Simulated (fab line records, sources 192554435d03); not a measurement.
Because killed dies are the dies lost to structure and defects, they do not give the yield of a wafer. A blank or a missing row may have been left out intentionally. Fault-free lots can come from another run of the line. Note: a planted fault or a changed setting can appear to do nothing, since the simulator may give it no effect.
Chamber matching / flow n5_finfet / rie_diel-04 running N5_SD_EPI_N_ETCH_16: 4 sister chambers
The step etches SiO2 in CHF3/O2, target depth 5 nm. 16 wafers are shown with their chamber, then 8 later ones without.

WAFERS, EACH WITH ITS CHAMBER
wafer=L076.2; chamber=2; showerhead_plenum_p_Torr (Torr)=2.35; rf_vpp_V (V)=518; throttle_valve_pct (%)=19.23
wafer=L076.3; chamber=3; showerhead_plenum_p_Torr (Torr)=2.48; rf_vpp_V (V)=537; throttle_valve_pct (%)=18.88
wafer=L076.5; chamber=0; showerhead_plenum_p_Torr (Torr)=2.45; rf_vpp_V (V)=533; throttle_valve_pct (%)=18.67
wafer=L077.4; chamber=1; showerhead_plenum_p_Torr (Torr)=2.38; rf_vpp_V (V)=531; throttle_valve_pct (%)=19.02
wafer=L077.5; chamber=1; showerhead_plenum_p_Torr (Torr)=2.38; rf_vpp_V (V)=533; throttle_valve_pct (%)=19.02
wafer=L077.6; chamber=2; showerhead_plenum_p_Torr (Torr)=2.35; rf_vpp_V (V)=520; throttle_valve_pct (%)=19.25
wafer=L078.1; chamber=1; showerhead_plenum_p_Torr (Torr)=2.38; rf_vpp_V (V)=533; throttle_valve_pct (%)=19.02
wafer=L078.2; chamber=2; showerhead_plenum_p_Torr (Torr)=2.35; rf_vpp_V (V)=518; throttle_valve_pct (%)=19.25
wafer=L078.6; chamber=1; showerhead_plenum_p_Torr (Torr)=2.38; rf_vpp_V (V)=531; throttle_valve_pct (%)=19.03
wafer=L084.2; chamber=1; showerhead_plenum_p_Torr (Torr)=2.37; rf_vpp_V (V)=532; throttle_valve_pct (%)=19.06
wafer=L084.3; chamber=2; showerhead_plenum_p_Torr (Torr)=2.35; rf_vpp_V (V)=520; throttle_valve_pct (%)=18.86
wafer=L084.6; chamber=2; showerhead_plenum_p_Torr (Torr)=2.35; rf_vpp_V (V)=518; throttle_valve_pct (%)=18.86
wafer=L085.1; chamber=3; showerhead_plenum_p_Torr (Torr)=2.47; rf_vpp_V (V)=536; throttle_valve_pct (%)=18.91
wafer=L085.3; chamber=0; showerhead_plenum_p_Torr (Torr)=2.44; rf_vpp_V (V)=531; throttle_valve_pct (%)=18.71
wafer=L085.4; chamber=2; showerhead_plenum_p_Torr (Torr)=2.34; rf_vpp_V (V)=517; throttle_valve_pct (%)=18.86
wafer=L088.1; chamber=2; showerhead_plenum_p_Torr (Torr)=2.34; rf_vpp_V (V)=517; throttle_valve_pct (%)=18.86

SIGNATURES (averages over the wafers above)
reading=showerhead_plenum_p_Torr; chamber 0=2.4450; chamber 1=2.3780; chamber 2=2.3471; chamber 3=2.4750; scatter within a chamber=0.00519
reading=rf_vpp_V; chamber 0=532.00; chamber 1=532.00; chamber 2=518.29; chamber 3=536.50; scatter within a chamber=1.15
reading=throttle_valve_pct; chamber 0=18.6900; chamber 1=19.0300; chamber 2=19.0243; chamber 3=18.8950; scatter within a chamber=0.146
Rule: a wafer's distance from a chamber is the root of the sum, over the readings, of the square of ((its reading less the chamber's mean) divided by the reading's scatter). The wafer belongs to the nearest chamber; if the next one is less than 2 further off, it can't be placed. The scatter: take each reading less its chamber's mean, square it, sum over the shown wafers, divide by the number of wafers less the number of chambers, and take the root.

WAFERS WHOSE CHAMBER IS MISSING
wafer=L088.5; showerhead_plenum_p_Torr (Torr)=2.44; rf_vpp_V (V)=533; throttle_valve_pct (%)=18.73
wafer=L088.6; showerhead_plenum_p_Torr (Torr)=2.47; rf_vpp_V (V)=538; throttle_valve_pct (%)=18.92
wafer=L093.1; showerhead_plenum_p_Torr (Torr)=2.44; rf_vpp_V (V)=533; throttle_valve_pct (%)=18.74
wafer=L093.3; showerhead_plenum_p_Torr (Torr)=2.37; rf_vpp_V (V)=532; throttle_valve_pct (%)=19.10
wafer=L093.4; showerhead_plenum_p_Torr (Torr)=2.34; rf_vpp_V (V)=518; throttle_valve_pct (%)=18.88
wafer=L097.1; showerhead_plenum_p_Torr (Torr)=2.36; rf_vpp_V (V)=533; throttle_valve_pct (%)=19.10
wafer=L097.4; showerhead_plenum_p_Torr (Torr)=2.43; rf_vpp_V (V)=532; throttle_valve_pct (%)=18.76
wafer=L097.5; showerhead_plenum_p_Torr (Torr)=2.36; rf_vpp_V (V)=533; throttle_valve_pct (%)=19.11

EACH ONE'S CHAMBER
wafer=L088.5; from the rows above=0; in truth=0
wafer=L088.6; from the rows above=3; in truth=3
wafer=L093.1; from the rows above=0; in truth=0
wafer=L093.3; from the rows above=1; in truth=1
wafer=L093.4; from the rows above=2; in truth=2
wafer=L097.1; from the rows above=1; in truth=1
wafer=L097.4; from the rows above=0; in truth=0
wafer=L097.5; from the rows above=1; in truth=1
Placed correctly: 8 of 8. Can't be placed from these rows: 0. Wrongly placed: 0.
